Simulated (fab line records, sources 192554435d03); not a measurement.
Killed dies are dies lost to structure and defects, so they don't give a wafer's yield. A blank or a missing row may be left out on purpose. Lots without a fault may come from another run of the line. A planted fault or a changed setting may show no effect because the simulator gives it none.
Chamber matching | flow n5_finfet | N5_GATE_CUT_SAC_CAP_01 on ald_sin-02: 4 sister chambers
The step material SiNx, target thk 24 nm, pulse time 1 s, ald cycles 480. 16 wafers are shown with their chamber, then 8 later ones without.

WAFERS WITH THEIR CHAMBER
wafer  | chamber | heater_power_w (W) | precursor_pulse_height_rel
L076.2 | 0       | 810                | 0.985
L076.5 | 1       | 795                | 0.981
L076.6 | 2       | 850                | 0.989
L078.3 | 2       | 848                | 0.981
L078.4 | 1       | 818                | 0.992
L078.6 | 0       | 810                | 1.005
L079.2 | 1       | 807                | 1.000
L079.3 | 3       | 883                | 1.008
L079.4 | 0       | 792                | 0.986
L081.1 | 1       | 819                | 1.013
L081.4 | 1       | 790                | 1.014
L081.6 | 2       | 852                | 1.010
L083.3 | 1       | 823                | 0.999
L083.4 | 2       | 824                | 1.001
L083.5 | 1       | 825                | 0.998
L086.2 | 3       | 918                | 0.992

SIGNATURES (means of the wafers above)
reading                    | chamber 0 | chamber 1 | chamber 2 | chamber 3 | scatter within a chamber
heater_power_w             | 804.00    | 811.00    | 843.50    | 900.50    | 14.5
precursor_pulse_height_rel | 0.99200   | 0.99957   | 0.99525   | 1.00000   | 0.0118
Rule: a wafer's distance from a chamber is the root of the sum, over the readings, of the square of ((its reading less the chamber's mean) divided by the reading's scatter). The wafer belongs to the nearest chamber; if the next one is less than 2 further off, it can't be placed. The scatter: the root of (the sum of the squares of (reading less its chamber's mean) over the shown wafers, divided by (wafers less chambers)).

WAFERS WITHOUT THEIR CHAMBER
wafer  | heater_power_w (W) | precursor_pulse_height_rel
L086.3 | 792                | 0.975
L086.6 | 888                | 1.005
L095.1 | 924                | 0.997
L095.3 | 846                | 1.007
L095.4 | 810                | 1.017
L097.2 | 794                | 1.016
L097.4 | 844                | 0.999
L097.5 | 834                | 0.977

WHICH CHAMBER EACH WENT THROUGH
wafer  | from the rows above          | in truth
L086.3 | can't be placed: 0 or 1      | 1
L086.6 | 3                            | 3
L095.1 | 3                            | 3
L095.3 | can't be placed: 2 or 1      | 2
L095.4 | can't be placed: 1 or 0 or 2 | 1
L097.2 | can't be placed: 1 or 0      | 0
L097.4 | can't be placed: 2 or 1      | 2
L097.5 | can't be placed: 2 or 0 or 1 | 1
Placed correctly: 2 of 8. Can't be placed from these rows: 6 (the true chamber is among the candidates in 6). Placed wrongly: 0.
